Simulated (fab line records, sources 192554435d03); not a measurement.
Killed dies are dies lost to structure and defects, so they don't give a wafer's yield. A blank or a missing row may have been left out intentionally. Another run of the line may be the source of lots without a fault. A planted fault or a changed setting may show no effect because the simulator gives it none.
A lot that was struck, set against a sound lot :: flow n5 finfet :: 16 steps out of a route of 1938
Sound: the wafers L797.1, L797.4, L797.5. Struck: wafer L805.6 (left out: L805.1, L805.2 of the same lot, which were not struck); the cause appears at the end.
Per side, at each step with rows, come the tool, then ch with its chambers, and then its first start. Under that, the readings that differ: sound wafers :: struck wafers :: difference of the means :: sigmas: that difference in standard deviations of wafers without a fault.
alike: readings with means less than 2 such deviations apart, plus words and numbers identical on both sides. not compared: withheld readings, readings lacking a value on some wafer, bounds such as >300 that could conceal the same value, and numbers that have no deviation in the record and whose values overlap.
A row with sigmas, a row that says differs or no value, or rows on one side alone: a step with any of these is where the two part. When numbers do not overlap yet have no deviation, they are printed without sigmas and do not part them. A reading missing from all wafers of one side parts the sides only when that side holds two or more wafers.

N5_HKMG_FIN_ALD_71: deposits TiN, target thk 1 nm, pulse time 1 s, purge time 3 s.
  sound on ald metal-01 ch 1,2, day 6 08:25; struck on ald metal-01 ch 1, day 8 10:49
  alike: heater power w, precursor pulse height rel
then, 2 steps without rows for these wafers: N5_HKMG_FIN_COAT_66 (time 60 s, resist thk 300 nm); N5_HKMG_FIN_ETCH_67 (etches SOC in N2/H2, stops on TiN, target depth 388.9 nm).
N5_HKMG_FIN_STRIP_90: strips SOC in N2/H2, time 20 s.
  sound on rie diel-04 ch 2,3, day 6 08:49; struck on rie diel-03 ch 1, day 8 11:18
reading: drypump motor current A (A)
sound: 5.26 5.26 5.44
struck: 5.77
difference: +0.45
sigmas: +2

reading: showerhead plenum p Torr (Torr)
sound: 3.50 3.50 3.48
struck: 3.23
difference: -0.26
sigmas: -2
  alike: oes product au, power w, rf vpp V, throttle valve pct
  not compared: rf hours counter h
then, 2 steps without rows for these wafers: N5_HKMG_FIN_WET_ETCH_73 (etches the open film in SC1, time 42.3 s, target depth 1.3 nm, rinse time 30 s); N5_HKMG_FIN_ETCHBACK_68 (etches the open film in Cl2/Ar, stops on HfO2, target depth 0.5 nm).
N5_HKMG_FIN_STRIP_69: strips in N2/H2, time 360 s.
  sound on plasma asher-02 ch 0,1, day 6 09:14; struck on plasma asher-01 ch 1, day 8 11:36
reading: heater power w (W)
sound: 406 402 415
struck: 453
difference: +45
sigmas: +2
  alike: drypump motor current A
  not compared: rf hours counter h
N5_HKMG_FIN_ALD_21: deposits TiN, target thk 1.5 nm, pulse time 1 s, purge time 3 s.
  sound on ald metal-04 ch 0,1,3, day 6 09:37; struck on ald metal-02 ch 2, day 8 11:59
  alike: heater power w, precursor pulse height rel
then, 4 steps without rows for these wafers: N5_HKMG_FIN_ALD_72 (deposits W, target thk 2 nm, pulse time 1 s, purge time 2 s); N5_HKMG_FIN_W_FILL_22 (material W, target thk 60 nm, time 18.2 s); N5_HKMG_FIN_PRECLEAN_83 (cleans in DIW, time 57.5 s); N5_HKMG_FIN_SRD_84 (dry time 32 s).
N5_HKMG_FIN_CMP_23: polishes, stops on SiNx, t overpolish 10 s, target thk 46.326 nm.
  sound on cmp-03 ch 2,3, day 6 10:14; struck on cmp-04 ch 1, day 8 12:31
reading: overpolish run s (s)
sound: 10.001 9.993 9.988
struck: 3.406
difference: -6.588
sigmas: -99 or more

reading: time to endpoint s (s)
sound: 12.5 11.7 11.8
struck: 24.8
difference: +12.8
sigmas: +4
  alike: motor current A, retaining ring pressure frac
  not compared: pad life wafers
N5_HKMG_FIN_CMP_94: polishes, stops on SiNx, t overpolish 4.7 s, target thk 43.299 nm.
  sound on cmp-03 ch 2,3, day 6 10:40; struck on cmp-04 ch 1, day 8 13:00
  alike: motor current A, retaining ring pressure frac
  not compared: pad life wafers
-- the record jumps here: 7 days lie between the struck wafers' starts before and after (it left off in module HKMG_FIN and takes up again in module BEOL_M4, whose first step shown is number 1111 of the route) --
N5_BEOL_M4_RC_MEAS_101:
  sound on prober-01 ch 0, day 14 01:27; struck on prober-01 ch 0, day 15 18:53
reading: ION_N (uA/um)
sound: 649 663 642
struck: 683
difference: +32
sigmas: +2

reading: VT_N (mV)
sound: 255 255 258
struck: 247
difference: -9
sigmas: -2
  alike: DIBL_N, DIBL_P, IOFF_N, IOFF_P, ION_P, SS_N, SS_P, VT_P
-- here the record skips 5 days between the struck wafers' starts before and after, leaving off in module BEOL_M4 and picking up in module PASSIVATION (first step shown: number 1936 of the route) --
N5_PASSIVATION_PROBE_49:
  only the struck wafers here have rows in the record (prober-01, day 20 18:05); the sound ones have none

WHERE THEY PART
At N5_HKMG_FIN_STRIP_90 first; at N5_PASSIVATION_PROBE_49 last (within this record only).

WHY: what the simulator had put in
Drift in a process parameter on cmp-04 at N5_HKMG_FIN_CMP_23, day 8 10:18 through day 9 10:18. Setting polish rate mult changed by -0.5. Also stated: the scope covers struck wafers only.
